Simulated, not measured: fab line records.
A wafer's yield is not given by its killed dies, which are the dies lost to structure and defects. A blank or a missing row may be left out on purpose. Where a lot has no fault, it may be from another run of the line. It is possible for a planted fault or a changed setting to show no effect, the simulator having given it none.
Chamber matching ; flow nand_harc ; NHARC_A_STAIRCASE_ETCH_253 on rie_diel-06: 4 sister chambers
The step etches the open film in C4F8/O2, target depth 50 nm, time 20.2 s. 4 wafers are shown with their chamber, then 11 later ones without.

## WAFERS PAIRED WITH THEIR CHAMBERS
wafer;chamber;rf_vpp_V (V)
L080.3;3;897
L086.3;1;896
L086.4;0;902
L088.1;2;889

## WAFERS WITHOUT THEIR CHAMBER
wafer;rf_vpp_V (V)
L088.2;893
L088.5;898
L093.2;891
L093.3;896
L093.6;891
L094.1;904
L094.3;891
L094.4;895
L097.1;897
L097.2;891
L097.5;893

## THE CHAMBER EACH PASSED THROUGH
wafer;from the rows above;in truth
L088.2;can't be placed: 1 or 2 or 3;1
L088.5;can't be placed: 3 or 1 or 0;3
L093.2;can't be placed: 2 or 1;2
L093.3;can't be placed: 1 or 3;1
L093.6;can't be placed: 2 or 1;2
L094.1;0;0
L094.3;can't be placed: 2 or 1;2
L094.4;can't be placed: 1 or 3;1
L097.1;can't be placed: 3 or 1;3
L097.2;can't be placed: 2 or 1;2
L097.5;can't be placed: 1 or 2 or 3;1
Placed correctly: 1 of 11. These rows do not allow placing 10 (true chamber among the candidates in 10). Placed wrongly: 0.
How it was worked out, from the rows above alone: a wafer's distance from a chamber is the root of the sum, over the readings, of the square of ((its reading less the chamber's mean) divided by the reading's scatter). The wafer belongs to the nearest chamber; if the next one is less than 2 further off, it can't be placed. For every chamber, the mean is computed from those of its wafers that are shown. The scatter (one wafer shown for each chamber): square how far every hidden wafer sits from the nearest shown wafer, average those squares and take the square root.
